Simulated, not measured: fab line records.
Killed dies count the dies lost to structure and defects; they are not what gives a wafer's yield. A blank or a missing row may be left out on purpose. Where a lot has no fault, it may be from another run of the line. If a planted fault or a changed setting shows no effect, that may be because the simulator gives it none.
The tool behind it: which one?    flow n5_finfet    10 lots, 28 wafers sampled, at 1 step of a route of 1938

== WHAT THE GAUGES SHOWED, per wafer ==
N5_BEOL_M6_OVL_MEAS_12. Usual: for M6_OVL the level is 0.2 nm and the standard deviation is 0.84.
lot   measured      on          M6_OVL (nm)    flag
L269  day 9 08:31   overlay-01  -0.1 0.8 0.2   
L270  day 10 03:30  overlay-01  -0.2 0.6 -0.1  
L271  day 10 10:23  overlay-01  2.0 0.2 0.9    
L284  day 13 03:07  overlay-01  -1.0 0.0 0.8   
L286  day 13 09:46  overlay-02  -2.0 0.0       
L285  day 13 11:08  overlay-01  -0.5 -1.2 0.1  
L287  day 13 12:55  overlay-02  -0.6 -0.1      
L288  day 13 14:51  overlay-02  -0.3 0.5 -0.8  
L289  day 14 11:33  overlay-01  0.2 1.0 -0.1   
L291  day 14 15:56  overlay-01  0.2 -0.3 -0.6  

== WHICH TOOL RAN EACH LOT (tool, then ch and the chambers of the sampled wafers, then the start) ==
Before these readings, the record contains no process step.

== AS READ BY THE TOOLS THEMSELVES (means over the sampled wafers that have a number; for cases with no such wafer, the mark the record gives instead) ==
The record holds no such reading with a usual standard deviation.

== THE ANSWER, worked out from the rows above alone ==
Rule: lot off if the mean of its wafers having a number is beyond 3 standard deviations from the usual mean. Also off: a lot with no number at a reading for which 4 or more lots have one. All remaining lots with rows at the step are treated as sound. After the gauges, taken in route order, come the tools' own readings; for these a lot's mean is taken, as printed above. At the first step where some lot is off, the reading lying furthest off is the one used; lots without a number count as furthest.
None of the lots is off at any reading shown; this tells nothing.

== WHAT THE SIMULATOR PUT IN ==
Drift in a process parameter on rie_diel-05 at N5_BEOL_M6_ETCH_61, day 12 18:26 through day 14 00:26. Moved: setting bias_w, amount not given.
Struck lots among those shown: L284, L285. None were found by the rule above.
